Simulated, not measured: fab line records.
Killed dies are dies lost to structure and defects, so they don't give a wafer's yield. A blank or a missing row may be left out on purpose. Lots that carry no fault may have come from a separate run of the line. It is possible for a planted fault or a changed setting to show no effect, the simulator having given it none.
A struck lot beside a sound one	flow n5-finfet	15 out of 1938 route steps
Sound: the wafers L245.1, L245.3, L245.4. Struck: wafer L250.3 (L250.2, L250.5, from the same lot, were not struck and are left out); the cause is given at the end.
For every step that has rows: the tool of each side, followed by ch and its chambers, followed by its first start. Under that, the readings that differ: sound wafers	struck wafers	difference of the means	sigmas: that difference in standard deviations of wafers without a fault.
alike: words and numbers the same on both sides, and readings whose means are apart by under 2 such deviations; not compared: readings that were withheld, readings missing a value for some wafer, numbers with overlapping values and no deviation given by the record, and bounds like >300 which may hide the same value.
A row with sigmas, a row that says differs or no value, or rows on one side alone: a step with any of these is where the two part. Numbers that have no deviation but don't overlap get no sigmas and don't part them. A reading missing from all wafers of one side parts the sides only when that side holds two or more wafers.

first, 8 steps without rows for these wafers: N5_BEOL_M9_COAT_59 (time 60 s, resist thk 100 nm); N5_BEOL_M9_COAT_60 (time 60 s, resist thk 30 nm); N5_BEOL_M9_COAT_05 (resist thk 90 nm); N5_BEOL_M9_EBR_07; N5_BEOL_M9_SOFTBAKE_06 (time 60 s); N5_BEOL_M9_EXPOSE_08 (exposes mask M9); N5_BEOL_M9_PEB_09 (peb time 60 s); N5_BEOL_M9_DEVELOP_10 (develop time 30 s).
N5_BEOL_M9_CD_MEAS_11: the cd target is 64.1 nm.
  sound on cd-sem-02 ch 0, day 11 09:03; struck on cd-sem-01 ch 0, day 12 04:58
  alike: cd-nm
N5_BEOL_M9_OVL_MEAS_12:
  sound on overlay-01 ch 0, day 11 09:05; struck on overlay-01 ch 0, day 12 05:00
reading	sound	struck	difference	sigmas
M9_OVL (nm)	-1.2 -0.7 -1.3	0.4	+1.5	+3
N5_BEOL_M9_INSPECT_13: inspects for defects (brightfield).
  struck on defect-inspect-01, day 12 05:01; sound on defect-inspect-01, day 11 09:06
  alike: raw-defect-count
N5_BEOL_M9_DESCUM_16: chemistry O2, time 7.9 s.
  sound on rie-diel-05 ch 0,1,2, day 11 10:06; struck on rie-diel-06 ch 2, day 12 05:06
reading	sound	struck	difference	sigmas
rf-vpp-V (V)	244.9 242.9 243.7	240.6	-3.2	-2
  alike: drypump-motor-current-A, oes-product-au, showerhead-plenum-p-Torr, throttle-valve-pct
  not compared: rf-hours-counter-h
N5_BEOL_M9_ETCH_61: etches SiARC in CF4, target depth 39 nm, time 65 s.
  sound on rie-diel-05 ch 0,1,2, day 11 10:08; struck on rie-diel-06 ch 2, day 12 05:08
reading	sound	struck	difference	sigmas
etch-rf-on-time-s (s)	60.7 67.1 64.9	39.2	-25.0	-9
oes-product-au (a.u.)	0.80 0.62 0.58	0.84	+0.17	+2
  alike: bias-w, drypump-motor-current-A, mfc-ar-sccm, rf-vpp-V, showerhead-plenum-p-Torr, throttle-valve-pct
  not compared: rf-hours-counter-h
N5_BEOL_M9_ETCH_62: etches SOC in N2/H2, target depth 110 nm, overetch 22 nm, time 165 s.
  sound on rie-diel-05 ch 0,1,2, day 11 10:11; struck on rie-diel-06 ch 2, day 12 05:11
reading	sound	struck	difference	sigmas
rf-vpp-V (V)	529.1 523.2 523.4	519.3	-5.9	-2
  alike: bias-w, drypump-motor-current-A, oes-product-au, showerhead-plenum-p-Torr, throttle-valve-pct
  not compared: rf-hours-counter-h
-- a jump in the record: the struck wafers' starts before and after are 3 days apart (it breaks off in module BEOL_M9 and resumes in module PASSIVATION, where the first step shown is number 1936 of the route) --
N5_PASSIVATION_PROBE_49:
  record: rows for the struck wafers here (prober-01, day 14 21:24), none for the sound ones

== WHERE THEY PART ==
First at N5_BEOL_M9_OVL_MEAS_12; last, within this record, at N5_PASSIVATION_PROBE_49.

WHY: what had been put in by the simulator
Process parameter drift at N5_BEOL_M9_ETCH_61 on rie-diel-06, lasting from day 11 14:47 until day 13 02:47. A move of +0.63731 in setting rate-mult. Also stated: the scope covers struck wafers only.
